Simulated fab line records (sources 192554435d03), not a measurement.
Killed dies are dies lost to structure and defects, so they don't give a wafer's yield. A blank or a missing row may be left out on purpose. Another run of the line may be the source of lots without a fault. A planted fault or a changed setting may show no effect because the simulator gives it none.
Which tool was responsible? + flow n5_finfet + at 1 step of a route of 1938, 10 lots with 30 wafers sampled

== WHAT EACH GAUGE READ, for each wafer ==
N5_ZERO_LAYER_CD_MEAS_11 targets a cd of 2000 nm.
| lot  | measured    | on        | cd_nm (nm)           |
|------|-------------|-----------|----------------------|
| L804 | day 1 12:47 | cd_sem-03 | 1997.5 2000.2 2000.6 |
| L806 | day 2 00:48 | cd_sem-03 | 1998.1 2000.3 2002.0 |
| L807 | day 2 06:39 | cd_sem-02 | 1998.4 2000.4 1995.9 |
| L809 | day 2 18:39 | cd_sem-02 | 1997.9 1999.1 2003.8 |
| L811 | day 3 06:46 | cd_sem-03 | 2001.3 1997.5 1998.0 |
| L812 | day 3 12:38 | cd_sem-03 | 2002.5 2001.6 1998.4 |
| L813 | day 3 18:46 | cd_sem-03 | 2002.2 2000.8 1996.4 |
| L814 | day 4 00:39 | cd_sem-03 | 1997.9 2001.8 2001.2 |
| L819 | day 5 06:46 | cd_sem-01 | 2003.1 2001.9 2001.2 |
| L821 | day 5 18:39 | cd_sem-02 | 2001.5 1999.2 2000.8 |

== TOOL THAT RAN EACH LOT (tool first, then ch and the chambers of the sampled wafers, then the start) ==
No process step before these readings appears in the record.

== THE ANSWER, worked out from the rows above alone ==
Rule: usual is defined by the lots themselves. Put in order of their means at a reading, lots are off if they are a third of the lots or fewer, leave a main group of 4 or more, and stand apart from it by a gap of 3 or more times the standard deviation of the main group's means; of several such gaps the widest counts. The tables above print the reading to a certain number of digits; a main group whose means all agree to those digits is not used. Also off: a lot with no number at a reading for which 4 or more lots have one. Where the step has rows for the other lots, those lots are counted as sound.
Across all readings shown, no lot is off: no conclusion can be drawn from this.

== WHAT THE SIMULATOR HAD PUT IN ==
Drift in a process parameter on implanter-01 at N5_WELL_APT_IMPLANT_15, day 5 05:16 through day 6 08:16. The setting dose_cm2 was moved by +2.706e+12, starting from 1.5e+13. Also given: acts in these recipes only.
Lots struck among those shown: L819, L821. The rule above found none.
